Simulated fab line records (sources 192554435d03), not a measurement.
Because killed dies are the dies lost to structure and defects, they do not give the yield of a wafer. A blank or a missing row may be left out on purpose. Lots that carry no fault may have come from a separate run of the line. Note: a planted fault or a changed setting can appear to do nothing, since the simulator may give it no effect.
Chamber matching || flow n5 finfet || rie diel-01 running N5_HKMG_FIN_STRIP_93: 4 sister chambers
The step strips SOC in N2/H2, time 20 s. 4 wafers are shown with their chamber, then 10 later ones without.

WAFERS, EACH WITH ITS CHAMBER
{"wafer": "L089.1", "chamber": 1, "showerhead plenum p Torr (Torr)": 3.30}
{"wafer": "L089.2", "chamber": 3, "showerhead plenum p Torr (Torr)": 3.45}
{"wafer": "L091.1", "chamber": 2, "showerhead plenum p Torr (Torr)": 3.49}
{"wafer": "L091.3", "chamber": 0, "showerhead plenum p Torr (Torr)": 3.25}

WAFERS WHOSE CHAMBER IS MISSING
{"wafer": "L091.6", "showerhead plenum p Torr (Torr)": 3.49}
{"wafer": "L092.1", "showerhead plenum p Torr (Torr)": 3.30}
{"wafer": "L092.2", "showerhead plenum p Torr (Torr)": 3.25}
{"wafer": "L092.4", "showerhead plenum p Torr (Torr)": 3.49}
{"wafer": "L093.3", "showerhead plenum p Torr (Torr)": 3.44}
{"wafer": "L093.5", "showerhead plenum p Torr (Torr)": 3.48}
{"wafer": "L093.6", "showerhead plenum p Torr (Torr)": 3.30}
{"wafer": "L095.1", "showerhead plenum p Torr (Torr)": 3.24}
{"wafer": "L095.2", "showerhead plenum p Torr (Torr)": 3.48}
{"wafer": "L095.4", "showerhead plenum p Torr (Torr)": 3.44}

CHAMBER TAKEN BY EACH
{"wafer": "L091.6", "from the rows above": 2, "in truth": 2}
{"wafer": "L092.1", "from the rows above": 1, "in truth": 1}
{"wafer": "L092.2", "from the rows above": 0, "in truth": 0}
{"wafer": "L092.4", "from the rows above": 2, "in truth": 2}
{"wafer": "L093.3", "from the rows above": 3, "in truth": 3}
{"wafer": "L093.5", "from the rows above": 2, "in truth": 2}
{"wafer": "L093.6", "from the rows above": 1, "in truth": 1}
{"wafer": "L095.1", "from the rows above": 0, "in truth": 0}
{"wafer": "L095.2", "from the rows above": 2, "in truth": 2}
{"wafer": "L095.4", "from the rows above": 3, "in truth": 3}
Correct placement for 10 of the 10. Left unplaced by these rows: 0. Number placed wrongly: 0.
How it was worked out, from the rows above alone: a wafer's distance from a chamber is the root of the sum, over the readings, of the square of ((its reading less the chamber's mean) divided by the reading's scatter). If the next closest chamber is less than 2 further off than the closest, the wafer can't be placed; otherwise it belongs to the closest. The mean given for a chamber averages the wafers shown for that chamber. The scatter: with one shown wafer a chamber, the root of the mean of the squares of how far each hidden wafer lies from its nearest shown one.
